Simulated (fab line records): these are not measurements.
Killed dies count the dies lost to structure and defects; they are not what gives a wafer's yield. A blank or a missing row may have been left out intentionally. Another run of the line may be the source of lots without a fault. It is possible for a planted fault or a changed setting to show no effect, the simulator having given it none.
fab line records	flow n5Finfet
record: lots: 9	wafers: 27	lastDay: 19
route steps=1938 shown BEOL_M3@955 BEOL_M4@1111 PASSIVATION@1936
lots that met no fault: from a run of the same line without faults
startH: hours from the record's opening day to when the first of the lot's shown wafers began	waitH: how many hours have passed since the lot's step before this one	" same as the row above	L1.1+2: several wafers, shown together as one row	- value missing, or start not given	* or withheld: withheld	< > ~ a bound
route shown NAME@n: NAME is a module with steps in the file, n the number in the route of the first one	usual: the fault-free wafers' mean and standard deviation	same: alike in all rows	chamber/n: place in a boat	sites: per-site readings	_std_site: standard deviation of those values	_edge_site: inner sites' mean taken away from outer sites' mean	radiusMm: for every site, how far away it sits from the centre of the wafer	mask NAME#n: copy n	behind: tool/chamber where the wafer was last shaped	hold: why the lot was held/for how many hours/how that ended	device: the n, p or np transistor that did not switch	end of line: the route-end tests of the same wafers	a step with no rows: only its recipe	killed: the dies lost at the first sort to structure and to defects; this is not the yield of the wafer	map: the dies of a wafer, with x for killed, . for not killed, _ for no die there
set.NAME: the run value of the setting; set.NAME@STEP: its run value at that earlier step	model.NAME: the simulator's own value behind a step, which no gauge read
route steps across a sampled set of lots; one table per step, one row per wafer
services: the hour from which a tool's chamber was out of use, counted from the record's first day as startH (under 0 if before that day), plus the number of hours and why
== steps ==
step: N5_BEOL_M3_STRIP_19
recipe: chemistry: O2	powerW: 400	tempC: 40	pressureMtorr: 30	rfFrequencyHz: 6e+07	biasPowerW: 0	overashFraction: 0.2	o2FlowSccm: 225
usual: drypumpMotorCurrentA: 5.6/0.51	oesProductAu: 0.80/0.085	rfVppV: 3.7/0.53	showerheadPlenumPTorr: 2.13/0.08	throttleValvePct: 16.75/0.18
lot.wafer	tool	chamber	startH	waitH	drypumpMotorCurrentA	oesProductAu	rfHoursCounterH	rfVppV	showerheadPlenumPTorr	throttleValvePct
L573.2	rieDiel-03	0	186.35	0.1	4.9	0.76	160	3.7	2.02	17.04
L573.3	"	1	"	"	6.0	0.72	163	3.2	2.10	16.91
L573.5	"	3	"	"	6.3	0.97	-	3.9	2.07	16.80
L574.1	rieDiel-03	1	187.01	0.2	6.0	0.71	163	3.2	2.10	16.92
L574.3	"	3	"	"	6.3	0.97	4	3.7	2.07	16.80
L574.5	"	3	"	"	6.3	0.96	-	3.7	2.07	16.78
L576.1	rieDiel-04	2	199.04	0.1	5.1	0.72	196	3.7	2.00	16.75
L576.4	"	1	"	"	4.9	0.74	162	3.6	2.15	16.93
L576.5	"	2	"	"	5.1	0.72	-	3.8	2.00	16.73
L575.1	rieDiel-03	1	202.21	0.1	6.0	0.71	168	2.9	2.10	16.94
L575.2	"	2	"	"	6.1	0.70	244	4.2	2.16	16.84
L575.6	"	3	"	"	6.3	0.95	-	3.1	2.07	16.80
L577.2	rieDiel-04	2	209.52	0.1	5.1	0.72	202	4.0	1.99	16.75
L577.4	"	0	"	"	5.3	0.74	-	3.3	2.10	16.50
L577.6	"	2	"	"	5.1	0.71	-	3.0	1.99	16.75
L579.2	rieDiel-03	3	223.42	0.1	6.3	0.94	17	4.9	2.06	16.81
L579.5	"	1	"	"	6.0	0.71	-	3.2	2.10	16.95
L579.6	"	0	"	"	4.9	0.76	-	3.7	2.01	17.03
L581.2	rieDiel-05	2	230.45	0.1	5.0	0.92	28	4.7	2.23	16.75
L581.3	"	3	"	"	6.1	0.87	47	3.5	2.06	16.45
L581.6	"	2	"	"	5.0	0.92	-	4.0	2.23	16.76
L590.1	rieDiel-05	1	287.81	0.1	5.6	0.79	86	3.4	2.22	16.89
L590.2	"	3	"	"	6.1	0.84	62	3.1	2.05	16.45
L590.5	"	0	"	"	5.8	0.81	-	3.4	2.23	16.72
L591.3	rieDiel-03	3	320.46	0.2	6.3	0.88	47	3.1	2.05	16.87
L591.4	"	1	"	"	6.1	0.68	206	3.2	2.09	17.00
L591.5	"	0	"	"	4.9	0.73	-	4.1	2.00	17.09
step: N5_BEOL_M3_ETCH_69
recipe: chemistry: CF4	target: SiARC	targetDepthA: 156	maskMaterial: CAR-EUV	timeS: 26	ionEnergyEv: 80	pressureMtorr: 40	sourceW: 545	biasW: 36	Ar_flow_sccm: 100	cf4FlowSccm: 100	ends: cleared
usual: drypumpMotorCurrentA: 5.6/0.54	etchRfOnTimeS: 26.0/0.46	oesProductAu: 0.67/0.074	rfVppV: 184.2/1.2	showerheadPlenumPTorr: 2.16/0.072	throttleValvePct: 15.73/0.19
lot.wafer	tool	chamber	startH	waitH	drypumpMotorCurrentA	etchRfOnTimeS	oesProductAu	rfHoursCounterH	rfVppV	showerheadPlenumPTorr	throttleValvePct
L573.2	rieDiel-03	3	188.68	0.0	6.3	26.1	0.83	5	183.8	2.11	15.70
L573.3	"	0	"	"	4.9	26.4	0.65	161	183.7	2.04	15.86
L573.5	"	1	"	"	6.0	26.5	0.61	-	183.8	2.14	15.86
L574.1	rieDiel-03	1	189.23	0.0	6.0	26.0	0.62	164	184.0	2.14	15.86
L574.3	"	3	"	"	6.3	25.8	0.84	5	183.0	2.11	15.70
L574.5	"	3	"	"	6.3	25.9	0.83	-	183.8	2.11	15.70
L576.1	rieDiel-03	2	199.80	0.0	6.1	25.6	0.60	243	184.3	2.20	15.79
L576.4	"	3	"	"	6.3	25.9	0.82	-	182.8	2.11	15.70
L576.5	"	2	"	"	6.1	25.6	0.60	-	185.8	2.20	15.78
L575.1	rieDiel-03	1	203.80	0.0	6.0	26.3	0.61	169	183.7	2.14	15.86
L575.2	"	2	"	"	6.1	25.6	0.59	245	185.8	2.20	15.80
L575.6	"	1	"	"	6.0	26.1	0.61	-	184.9	2.14	15.85
L577.2	rieDiel-03	1	210.10	0.0	6.0	26.4	0.61	172	183.3	2.14	15.86
L577.4	"	3	"	"	6.3	26.0	0.80	12	184.6	2.11	15.71
L577.6	"	3	"	"	6.3	25.6	0.81	-	183.8	2.11	15.72
L579.2	rieDiel-05	0	224.15	0.0	5.8	26.1	0.70	78	185.7	2.26	15.56
L579.5	"	0	"	"	5.8	25.9	0.71	-	184.9	2.26	15.57
L579.6	"	1	"	"	5.6	25.3	0.71	-	185.3	2.27	15.81
L581.2	rieDiel-04	3	231.01	0.0	4.9	26.5	0.63	178	185.3	2.20	15.74
L581.3	"	0	"	"	5.3	26.1	0.63	168	183.8	2.14	15.44
L581.6	"	3	"	"	4.9	26.5	0.63	-	186.0	2.20	15.74
L590.1	rieDiel-03	1	288.38	0.0	6.1	26.4	0.59	197	183.0	2.13	15.93
L590.2	"	2	"	"	6.2	24.9	0.80	16	183.5	2.19	15.29
L590.5	"	1	"	"	6.1	26.5	0.59	-	183.2	2.13	15.93
L591.3	rieDiel-03	2	321.22	0.0	6.1	24.9	0.78	26	184.2	2.19	15.32
L591.4	"	3	"	"	6.3	25.7	0.75	48	184.3	2.10	15.80
L591.5	"	3	"	"	6.3	25.6	0.75	-	183.7	2.10	15.78
step: N5_BEOL_M3_ALD_98
recipe: material: SiO2	targetThkA: 25	tempC: 100	aldPrecursorFamily: BDEAS	aldCoReactant: O2-plasma	pulseTimeS: 1	coReactantPulseTimeS: 1	purgeTimeS: 2	coReactantPurgeTimeS: 2	aldCycles: 17	pressureTorr: 2
usual: aldCycles: 17/0	heaterPowerOuterW: 40/4.7	heaterPowerW: 78/7.8	precursorPulseHeightRel: 0.999/0.021
same: coReactantPurgeTimeS: 2
lot.wafer	tool	chamber	startH	waitH	aldCycles	heaterPowerOuterW	heaterPowerW	precursorPulseHeightRel
L573.2	aldSin-01	0	188.82	0.1	17	44	83	0.981
L573.3	"	3	"	"	17	32	65	1.012
L573.5	"	0	"	"	17	44	81	0.964
L574.1	aldSin-02	1	189.31	0.1	17	36	67	0.999
L574.3	"	2	"	"	17	42	81	1.033
L574.5	"	3	"	"	17	39	74	0.987
L576.1	aldSin-02	0	199.89	0.1	17	36	74	0.973
L576.4	"	1	"	"	17	35	68	0.974
L576.5	"	3	"	"	17	38	76	1.041
L575.1	aldSin-02	2	203.88	0.1	5	42	81	0.998
L575.2	"	3	"	"	17	38	76	0.987
L575.6	"	1	"	"	5	36	69	1.034
L577.2	aldSin-01	0	210.45	0.3	17	44	85	1.037
L577.4	"	2	"	"	17	47	90	0.998
L577.6	"	3	"	"	17	33	65	0.999
L579.2	aldSin-02	3	224.23	0.1	17	37	77	0.978
L579.5	"	3	"	"	5	38	75	1.006
L579.6	"	2	"	"	5	43	80	1.006
L581.2	aldSin-02	1	231.09	0.1	17	34	70	1.005
L581.3	"	2	"	"	17	41	81	1.037
L581.6	"	1	"	"	5	36	69	1.004
L590.1	aldSin-02	3	288.46	0.1	17	39	73	1.003
L590.2	"	1	"	"	17	34	69	0.973
L590.5	"	1	"	"	17	35	67	1.001
L591.3	aldSin-02	3	321.30	0.1	17	39	78	0.990
L591.4	"	0	"	"	17	37	74	0.937
L591.5	"	0	"	"	17	37	74	1.003
step: N5_BEOL_M3_STRIP_97
recipe: chemistry: N2/H2	timeS: 10	powerW: 450	tempC: 40	pressureMtorr: 20	rfFrequencyHz: 6e+07	biasPowerW: 7	n2FlowSccm: 200	h2FlowSccm: 200
usual: drypumpMotorCurrentA: 5.6/0.53	oesProductAu: 0.77/0.076	rfVppV: 59.1/0.87	showerheadPlenumPTorr: 2.54/0.092	throttleValvePct: 23.65/0.25
same: timeS: 10
lot.wafer	tool	chamber	startH	waitH	drypumpMotorCurrentA	oesProductAu	rfHoursCounterH	rfVppV	showerheadPlenumPTorr	throttleValvePct
L573.2	rieDiel-05	2	-	-	5.0	0.93	21	60.0	2.69	23.68
L573.3	"	0	"	"	5.8	0.82	72	60.0	2.69	23.42
L573.5	"	0	"	"	5.8	0.82	-	59.5	2.69	23.42
L574.1	rieDiel-04	2	-	-	5.1	0.72	199	59.0	2.40	23.41
L574.3	"	0	"	"	5.3	0.74	-	58.5	2.55	23.37
L574.5	"	0	"	"	5.3	0.74	-	59.0	2.55	23.39
L576.1	rieDiel-04	2	-	-	5.1	0.71	201	59.7	2.40	23.41
L576.4	"	0	"	"	5.3	0.74	-	59.4	2.54	23.39
L576.5	"	0	"	"	5.3	0.74	-	59.9	2.54	23.38
L575.1	rieDiel-03	2	-	-	6.2	0.70	248	59.3	2.60	23.69
L575.2	"	3	"	"	6.3	0.94	13	58.6	2.47	23.61
L575.6	"	0	"	"	4.9	0.75	-	59.7	2.43	23.89
L577.2	rieDiel-03	0	-	-	4.9	0.75	167	59.1	2.43	23.89
L577.4	"	1	"	"	6.1	0.71	173	59.5	2.53	23.83
L577.6	"	2	"	"	6.1	0.69	-	59.4	2.60	23.67
L579.2	rieDiel-04	1	-	-	5.0	0.74	169	58.1	2.63	24.21
L579.5	"	3	"	"	4.9	0.74	-	59.4	2.62	23.79
L579.6	"	0	"	"	5.3	0.73	-	59.6	2.54	23.40
L581.2	rieDiel-03	2	-	-	6.2	0.99	1	58.4	2.60	23.09
L581.3	"	0	"	"	4.9	0.75	178	58.3	2.43	23.89
L581.6	"	3	"	"	6.3	0.92	-	59.0	2.47	23.62
L590.1	rieDiel-03	3	-	-	6.3	0.89	40	59.3	2.46	23.62
L590.2	"	1	"	"	6.1	0.69	199	58.0	2.52	23.85
L590.5	"	3	"	"	6.3	0.89	-	61.2	2.46	23.65
L591.3	rieDiel-03	3	-	-	6.3	0.87	50	59.6	2.46	23.65
L591.4	"	2	"	"	6.2	0.90	29	60.4	2.58	23.12
L591.5	"	3	"	"	6.3	0.87	-	57.6	2.46	23.67
step: N5_BEOL_M4_RC_MEAS_101
usual: DIBL_N: 36.5/1.9	DIBL_P: 36.7/2.1	IOFF_N: 0.17/0.035	IOFF_P: 0.22/0.042	ION_N: 676/10	ION_P: 462/8.1	SS_N: 71.5/0.72	SS_P: 73.4/0.7	VT_N: 249/3.1	VT_P: -250/3.9
lot.wafer	tool	chamber	startH	waitH	DIBL_N[mV/V]	DIBL_P[mV/V]	IOFF_N[nA/um]	IOFF_P[nA/um]	ION_N[uA/um]	ION_P[uA/um]	SS_N[mV/dec]	SS_P[mV/dec]	VT_N[mV]	VT_P[mV]
L573.2	prober-02	0	219.95	0.2	37.9	37.8	0.16	0.27	674	467	72.4	73.1	247	-245
L573.3	"	0	"	"	39.7	40.0	0.20	0.30	681	472	72.3	74.3	249	-244
L573.5	"	0	"	"	38.8	38.7	0.17	0.26	670	460	71.8	73.7	249	-246
L574.1	prober-01	0	220.97	0.0	36.9	36.0	0.17	0.23	683	469	70.4	73.1	246	-247
L574.3	"	0	"	"	40.6	39.9	0.23	0.30	687	467	72.6	74.6	245	-242
L574.5	"	0	"	"	38.2	36.8	0.19	0.25	678	463	71.1	74.0	246	-246
L576.1	prober-01	0	224.01	0.0	33.4	35.3	0.13	0.17	680	463	70.1	73.0	252	-253
L576.4	"	0	"	"	35.6	37.7	0.16	0.20	678	461	71.2	73.7	251	-251
L576.5	"	0	"	"	37.1	40.5	0.20	0.24	681	459	71.7	73.8	249	-250
L575.1	prober-02	0	227.58	0.0	38.5	39.7	0.21	0.28	699	476	71.8	74.3	246	-244
L575.2	"	0	"	"	36.0	35.4	0.16	0.20	676	465	70.9	72.7	249	-248
L575.6	"	0	"	"	36.5	36.6	0.16	0.22	683	466	71.2	73.5	249	-249
L577.2	prober-01	0	230.44	0.2	36.7	37.1	0.16	0.21	675	461	72.2	73.9	250	-251
L577.4	"	0	"	"	38.7	39.7	0.20	0.26	681	468	72.9	74.5	247	-246
L577.6	"	0	"	"	34.5	34.2	0.11	0.17	657	457	70.7	72.2	252	-253
L579.2	prober-01	0	251.53	0.2	36.3	37.6	0.17	0.22	675	460	71.7	72.8	248	-250
L579.5	"	0	"	"	36.8	37.1	0.16	0.21	675	460	70.9	73.0	251	-251
L579.6	"	0	"	"	36.6	36.7	0.16	0.20	678	462	71.9	73.3	249	-254
L581.2	prober-01	0	255.38	0.2	37.7	38.6	0.19	0.21	680	453	72.7	73.8	245	-252
L581.3	"	0	"	"	36.5	38.0	0.17	0.19	675	456	71.8	73.5	249	-254
L581.6	"	0	"	"	37.2	38.5	0.18	0.20	683	458	72.0	73.6	250	-252
L590.1	prober-02	0	324.73	0.0	36.1	34.6	0.13	0.18	657	454	71.0	72.7	252	-253
L590.2	"	0	"	"	35.7	35.6	0.14	0.19	662	455	71.3	73.0	252	-253
L590.5	"	0	"	"	38.8	38.9	0.19	0.25	676	463	71.8	73.1	246	-247
L591.3	prober-01	0	348.43	0.3	35.8	36.4	0.18	0.24	683	470	71.4	73.4	247	-247
L591.4	"	0	"	"	37.7	38.7	0.19	0.26	674	460	72.8	73.5	246	-248
L591.5	"	0	"	"	35.5	36.3	0.16	0.23	682	472	71.3	73.2	249	-247
step: N5_PASSIVATION_PROBE_49
usual: defectLimitedYield: 91.4/1.5	killed_at_M0_to_M3: 35/12	killed_at_M4_up: 13/5.8	killedAtContacts: 12/5.5	killedAtFrontEnd: 36/9.9	killedAtOther: 4/3.7	killedDies: 101/18	killedOpen: 66/13	killedShort: 33/8	sort_bin_5_function: 5.0/1	sort_bin_6_memory: 3.2/0.67	sortNPass: 1079/18	sortYieldPct: 91.4/1.5
same: grossDies: 1180	killedAtBackSide: 0	sort_bin_4_leakage[%]: 0	sort_bin_8_speed[%]: 0
lot.wafer	tool	chamber	startH	waitH	defectLimitedYield[%]	killed_at_M0_to_M3	killed_at_M4_up	killedAtContacts	killedAtFrontEnd	killedAtOther	killedDies	killedOpen	killedShort	sort_bin_5_function[%]	sort_bin_6_memory[%]	sortNPass	sortYieldPct[%]
L574.1	prober-02	-	325.76	0.0	91.8	20	17	7	48	5	97	73	17	4.9	2.5	1083	91.8
L574.3	prober-02	-	325.86	0.1	91.9	19	10	7	50	10	96	73	19	5.6	2.4	1084	91.9
L574.5	prober-02	-	325.96	0.2	91.1	29	10	5	58	3	105	69	27	4.8	3.1	1075	91.1
L576.1	prober-02	-	330.38	0.0	92.6	24	8	17	36	2	87	59	23	3.9	2.9	1093	92.6
L576.4	prober-02	-	330.53	0.2	90.3	44	20	19	28	4	115	69	45	5.2	3.8	1065	90.3
L576.5	prober-02	-	330.58	0.2	91.8	37	10	21	24	5	97	68	29	5.1	2.8	1083	91.8
L573.2	prober-01	-	330.95	0.1	89.7	40	9	22	40	11	122	80	42	5.8	4.1	1058	89.7
L573.3	prober-01	-	331.00	0.1	92.4	27	11	17	32	3	90	60	29	4.5	2.8	1090	92.4
L573.5	prober-01	-	331.10	0.2	90.1	49	16	8	42	2	117	63	48	4.9	4.0	1063	90.1
L575.1	prober-02	-	332.34	0.0	91.2	37	10	12	44	1	104	65	39	5.1	3.6	1076	91.2
L575.2	prober-02	-	332.39	0.1	91.6	43	11	7	36	2	99	60	39	5.5	2.6	1081	91.6
L575.6	prober-02	-	332.59	0.3	91.9	29	8	15	40	3	95	62	32	4.6	3.3	1085	91.9
L577.2	prober-01	-	332.39	0.1	91.2	23	8	12	53	8	104	63	40	4.6	3.7	1076	91.2
L577.4	prober-01	-	332.49	0.2	93.4	28	0	7	35	8	78	56	22	3.9	2.5	1102	93.4
L577.6	prober-01	-	332.59	0.3	89.5	40	11	9	59	5	124	96	28	6.5	3.7	1056	89.5
L579.2	prober-02	-	365.07	0.1	91.3	23	12	20	40	8	103	66	36	4.7	3.7	1077	91.3
L579.5	prober-02	-	365.22	0.2	91.4	24	23	17	31	6	101	71	30	6.4	2.0	1079	91.4
L579.6	prober-02	-	365.27	0.3	91.9	25	12	14	40	4	95	63	27	4.2	3.5	1085	91.9
L581.2	prober-02	-	372.15	0.1	92.7	30	11	9	36	0	86	64	19	3.5	3.4	1094	92.7
L581.3	prober-02	-	372.20	0.1	91.4	32	10	10	43	7	102	66	34	4.0	4.5	1078	91.4
L581.6	prober-02	-	372.35	0.3	92.4	27	18	9	36	0	90	58	32	4.8	2.4	1090	92.4
L590.1	prober-01	-	428.96	0.0	92.8	24	16	12	30	3	85	57	27	4.0	2.9	1095	92.8
L590.2	prober-01	-	429.01	0.1	90.5	41	16	5	39	11	112	75	37	5.4	3.6	1068	90.5
L590.5	prober-01	-	429.16	0.2	89.6	42	16	15	44	6	123	90	31	5.8	4.5	1057	89.6
L591.3	prober-02	-	448.33	0.1	94.2	22	3	9	32	2	68	38	28	2.7	2.7	1112	94.2
L591.4	prober-02	-	448.38	0.2	88.9	45	10	20	54	2	131	93	38	7.1	3.7	1049	88.9
L591.5	prober-02	-	448.43	0.2	91.1	39	14	18	32	2	105	65	38	5.3	3.5	1075	91.1
killed by level:class
L574.1 STI_FIN_REVEAL:geometricParticle:open=19 BEOL_M3:geometricParticle:open=10 BEOL_M4:geometricParticle:open=8 HKMG_FIN:areaEtch=7 MOL_CONTACT_COAG:geometricParticle:open=6 DUMMY_GATE:geometricParticle:open=5 FIN_SAQP:geometricParticle:open=4 PASS1_DEP:geometricParticle:open=4
L574.3 STI_FIN_REVEAL:geometricParticle:open=19 DUMMY_GATE:geometricParticle:open=8 BEOL_M0_SAQP:geometricParticle:open=8 MOL_CONTACT_COAG:geometricParticle:open=7 FIN_SAQP:geometricParticle:open=6 BEOL_M3:geometricParticle:open=4 BEOL_M4:geometricParticle:open=4 ILD0:geometricParticle:open=3
L574.5 STI_FIN_REVEAL:geometricParticle:open=16 BEOL_M3:geometricParticle:open=14 HKMG_FIN:areaEtch=9 FIN_SAQP:geometricParticle:short=6 BEOL_M0_SAQP:geometricParticle:open=6 FIN_SAQP:geometricParticle:open=5 MOL_CONTACT_COAG:geometricParticle:open=5 DUMMY_GATE:geometricParticle:open=4
L576.1 MOL_CONTACT_COAG:geometricParticle:open=14 DUMMY_GATE:geometricParticle:open=6 BEOL_M0_SAQP:geometricParticle:short=6 FIN_SAQP:geometricParticle:open=5 STI_FIN_REVEAL:geometricParticle:open=5 BEOL_M2:geometricParticle:open=5 BEOL_M3:geometricParticle:open=5 BEOL_M0_SAQP:geometricParticle:open=4
L576.4 MOL_CONTACT_COAG:geometricParticle:open=12 BEOL_M0_SAQP:geometricParticle:short=12 BEOL_M0_SAQP:geometricParticle:open=11 BEOL_M2:geometricParticle:open=9 STI_FIN_REVEAL:geometricParticle:open=7 MOL_CONTACT_COAG:geometricParticle:short=7 BEOL_M4:geometricParticle:open=6 BEOL_M3:geometricParticle:open=6
L576.5 MOL_CONTACT_COAG:geometricParticle:open=18 BEOL_M2:geometricParticle:open=9 FIN_SAQP:geometricParticle:short=7 BEOL_M0_SAQP:geometricParticle:open=7 BEOL_M3:geometricParticle:open=6 DUMMY_GATE:geometricParticle:open=5 BEOL_M0_SAQP:geometricParticle:short=5 BEOL_M1:geometricParticle:open=5
L573.2 MOL_CONTACT_COAG:geometricParticle:open=17 BEOL_M0_SAQP:geometricParticle:short=10 BEOL_M2:geometricParticle:open=10 FIN_SAQP:geometricParticle:open=8 FIN_SAQP:geometricParticle:short=8 BEOL_M0_SAQP:geometricParticle:open=7 DUMMY_GATE:geometricParticle:open=6 STI_FIN_REVEAL:geometricParticle:open=6
L573.3 MOL_CONTACT_COAG:geometricParticle:open=14 BEOL_M0_SAQP:geometricParticle:open=9 BEOL_M0_SAQP:geometricParticle:short=8 FIN_SAQP:geometricParticle:short=7 STI_FIN_REVEAL:geometricParticle:open=6 BEOL_M4:geometricParticle:open=5 BEOL_M3:geometricParticle:open=5 FIN_SAQP:geometricParticle:open=4
L573.5 BEOL_M0_SAQP:geometricParticle:short=18 BEOL_M0_SAQP:geometricParticle:open=12 FIN_SAQP:geometricParticle:open=8 BEOL_M4:geometricParticle:open=7 FIN_SAQP:geometricParticle:short=6 BEOL_M3:geometricParticle:open=6 BEOL_M3:geometricParticle:short=6 HKMG_FIN:areaEtch=6
L575.1 FIN_SAQP:geometricParticle:open=13 BEOL_M0_SAQP:geometricParticle:open=9 BEOL_M0_SAQP:geometricParticle:short=9 BEOL_M3:geometricParticle:open=9 GATE_CUT:geometricParticle:short=8 MOL_CONTACT_COAG:geometricParticle:open=8 MOL_CONTACT_COAG:geometricParticle:short=4 BEOL_M4:geometricParticle:open=4
L575.2 BEOL_M0_SAQP:geometricParticle:short=15 BEOL_M0_SAQP:geometricParticle:open=12 FIN_SAQP:geometricParticle:open=9 BEOL_M2:geometricParticle:open=8 FIN_SAQP:geometricParticle:short=6 MOL_CONTACT_COAG:geometricParticle:open=6 STI_FIN_REVEAL:geometricParticle:open=5 BEOL_M4:geometricParticle:open=4
L577.2 STI_FIN_REVEAL:geometricParticle:open=13 STI_FIN_REVEAL:geometricParticle:short=10 MOL_CONTACT_COAG:geometricParticle:open=8 BEOL_M0_SAQP:geometricParticle:open=7 FIN_SAQP:geometricParticle:open=5 GATE_CUT:geometricParticle:short=5 BEOL_M1:geometricParticle:open=5 STARTING-WAFER:geometricParticle:short=5
L577.4 STI_FIN_REVEAL:geometricParticle:open=9 BEOL_M0_SAQP:geometricParticle:open=9 MOL_CONTACT_COAG:geometricParticle:open=6 BEOL_M0:geometricParticle:open=5 BEOL_M2:geometricParticle:open=5 BEOL_M0_SAQP:geometricParticle:short=4 BEOL_M3:geometricParticle:open=4 STI_FIN_REVEAL:geometricParticle:short=3
L575.6 MOL_CONTACT_COAG:geometricParticle:open=11 FIN_SAQP:geometricParticle:open=10 GATE_CUT:geometricParticle:short=7 STI_FIN_REVEAL:geometricParticle:open=7 BEOL_M2:geometricParticle:open=6 BEOL_M0_SAQP:geometricParticle:open=5 BEOL_M1:geometricParticle:open=5 MOL_CONTACT_COAG:geometricParticle:short=4
L577.6 FIN_SAQP:geometricParticle:open=20 BEOL_M3:geometricParticle:open=17 STI_FIN_REVEAL:geometricParticle:open=15 BEOL_M0_SAQP:geometricParticle:open=10 MOL_CONTACT_COAG:geometricParticle:open=8 FIN_SAQP:geometricParticle:short=5 STI_FIN_REVEAL:geometricParticle:short=4 BEOL_M0_SAQP:geometricParticle:short=4
L579.2 MOL_CONTACT_COAG:geometricParticle:open=16 FIN_SAQP:geometricParticle:short=8 FIN_SAQP:geometricParticle:open=7 BEOL_M0_SAQP:geometricParticle:short=7 BEOL_M4:geometricParticle:open=6 BEOL_M0_SAQP:geometricParticle:open=6 STI_FIN_REVEAL:geometricParticle:open=5 DUMMY_GATE:geometricParticle:open=4
L579.5 MOL_CONTACT_COAG:geometricParticle:open=14 BEOL_M4:geometricParticle:open=13 BEOL_M0_SAQP:geometricParticle:open=9 FIN_SAQP:geometricParticle:open=5 FIN_SAQP:geometricParticle:short=5 GATE_CUT:geometricParticle:short=4 BEOL_M1:geometricParticle:open=4 BEOL_M4:geometricParticle:short=4
L579.6 FIN_SAQP:geometricParticle:open=10 MOL_CONTACT_COAG:geometricParticle:open=9 FIN_SAQP:geometricParticle:short=7 BEOL_M4:geometricParticle:open=6 BEOL_M0_SAQP:geometricParticle:open=5 BEOL_M0_SAQP:geometricParticle:short=5 DUMMY_GATE:geometricParticle:open=4 ILD0:geometricParticle:open=4
L581.2 BEOL_M2:geometricParticle:open=9 FIN_SAQP:geometricParticle:open=6 MOL_CONTACT_COAG:geometricParticle:open=6 BEOL_M1:geometricParticle:open=6 STI_FIN_REVEAL:geometricParticle:open=5 DUMMY_GATE:geometricParticle:open=5 BEOL_M0:geometricParticle:open=5 GATE_CUT:geometricParticle:open=4
L581.3 MOL_CONTACT_COAG:geometricParticle:open=9 FIN_SAQP:geometricParticle:open=9 FIN_SAQP:geometricParticle:short=6 BEOL_M0_SAQP:geometricParticle:open=6 BEOL_M1:geometricParticle:open=6 BEOL_M2:geometricParticle:open=6 ILD0:geometricParticle:short=5 DUMMY_GATE:geometricParticle:open=4
L581.6 BEOL_M2:geometricParticle:open=9 DUMMY_GATE:geometricParticle:open=7 BEOL_M4:geometricParticle:open=6 MOL_CONTACT_COAG:geometricParticle:open=6 ILD0:geometricParticle:short=5 BEOL_M1:geometricParticle:open=5 FIN_SAQP:geometricParticle:open=4 BEOL_M5:geometricParticle:open=4
L590.1 BEOL_M2:geometricParticle:open=9 MOL_CONTACT_COAG:geometricParticle:open=7 BEOL_M4:geometricParticle:open=6 STI_FIN_REVEAL:geometricParticle:open=5 GATE_CUT:geometricParticle:short=5 MOL_CONTACT_COAG:geometricParticle:short=5 STARTING-WAFER:geometricParticle:short=4 FIN_SAQP:geometricParticle:short=3
L590.2 STI_FIN_REVEAL:geometricParticle:open=13 BEOL_M0_SAQP:geometricParticle:short=11 BEOL_M2:geometricParticle:open=11 BEOL_M1:geometricParticle:open=9 BEOL_M4:geometricParticle:open=9 FIN_SAQP:geometricParticle:short=8 PASS1_CAP:geometricParticle:open=6 MOL_CONTACT_COAG:geometricParticle:open=4
L590.5 FIN_SAQP:geometricParticle:open=15 MOL_CONTACT_COAG:geometricParticle:open=11 BEOL_M2:geometricParticle:open=11 BEOL_M1:geometricParticle:open=9 BEOL_M4:geometricParticle:open=7 DUMMY_GATE:geometricParticle:open=6 BEOL_M0_SAQP:geometricParticle:open=6 FIN_SAQP:geometricParticle:short=5
L591.3 MOL_CONTACT_COAG:geometricParticle:open=7 BEOL_M0_SAQP:geometricParticle:open=7 STI_FIN_REVEAL:geometricParticle:open=5 DUMMY_GATE:geometricParticle:open=5 BEOL_M2:geometricParticle:open=5 FIN_SAQP:geometricParticle:short=4 BEOL_M0_SAQP:geometricParticle:short=4 FIN_SAQP:geometricParticle:open=3
L591.4 FIN_SAQP:geometricParticle:short=17 MOL_CONTACT_COAG:geometricParticle:open=16 STI_FIN_REVEAL:geometricParticle:open=12 BEOL_M0_SAQP:geometricParticle:open=12 BEOL_M1:geometricParticle:open=10 FIN_SAQP:geometricParticle:open=9 DUMMY_GATE:geometricParticle:open=8 BEOL_M3:geometricParticle:open=8
L591.5 MOL_CONTACT_COAG:geometricParticle:open=13 BEOL_M3:geometricParticle:open=8 BEOL_M0_SAQP:geometricParticle:short=7 STI_FIN_REVEAL:geometricParticle:open=7 FIN_SAQP:geometricParticle:short=6 BEOL_M2:geometricParticle:open=6 FIN_SAQP:geometricParticle:open=5 MOL_CONTACT_COAG:geometricParticle:short=5
== services ==
tool	chamber	startH	hours	kind
rieDiel-04	-	174.46	15.6	pm
aldSin-02	2	176.22	2.9	repair
rieDiel-05	2	179.59	5.7	repair
rieDiel-05	1	184.83	6.6	repair
rieDiel-03	0	196.77	6.4	repair
rieDiel-04	3	200.90	12.8	repair
rieDiel-04	2	216.19	9.9	repair
rieDiel-03	2	216.52	-	clean
rieDiel-03	2	216.52	-	consumableReplace:focusRing
rieDiel-03	2	216.52	17.4	scheduledDown
rieDiel-03	2	216.52	17.4	ventCycle
rieDiel-05	3	251.62	3.5	repair
rieDiel-03	-	253.91	0.7	repair
aldSin-01	-	268.32	14.0	pm
aldSin-01	0	268.32	14.0	ventCycle
aldSin-01	1	268.32	14.0	ventCycle
aldSin-01	2	268.32	14.0	ventCycle
aldSin-01	3	268.32	14.0	ventCycle
aldSin-01	0	282.32	-	clean
aldSin-01	1	282.32	-	clean
aldSin-01	2	282.32	-	clean
aldSin-01	3	282.32	-	clean
rieDiel-04	3	309.13	11.7	repair
rieDiel-04	1	326.22	4.5	repair
== key ==
firstSign: step: N5_BEOL_M3_ALD_98	reading: aldCycles	direction: down	sigmas: 99+	usual: *	struck: *
effect none on later readings
metAt N5_BEOL_M3_ALD_98
struckLots L575,L579,L581
struckWafers L575.1,L575.6,L579.5,L579.6,L581.6
notActingAt N5_BEOL_M3_STRIP_19,N5_BEOL_M3_ETCH_69,N5_BEOL_M3_STRIP_97
onsetBetween 199.89 203.88
fault: kind: processParameterDrift	tool: aldSin-02	chamber: -	onsetH: 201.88	steps: N5_BEOL_M3_ALD_98	channel: aldCycles	offset: *	shape: step	endH: 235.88	scope: struckWafersOnly	actsIn: *	stated: *
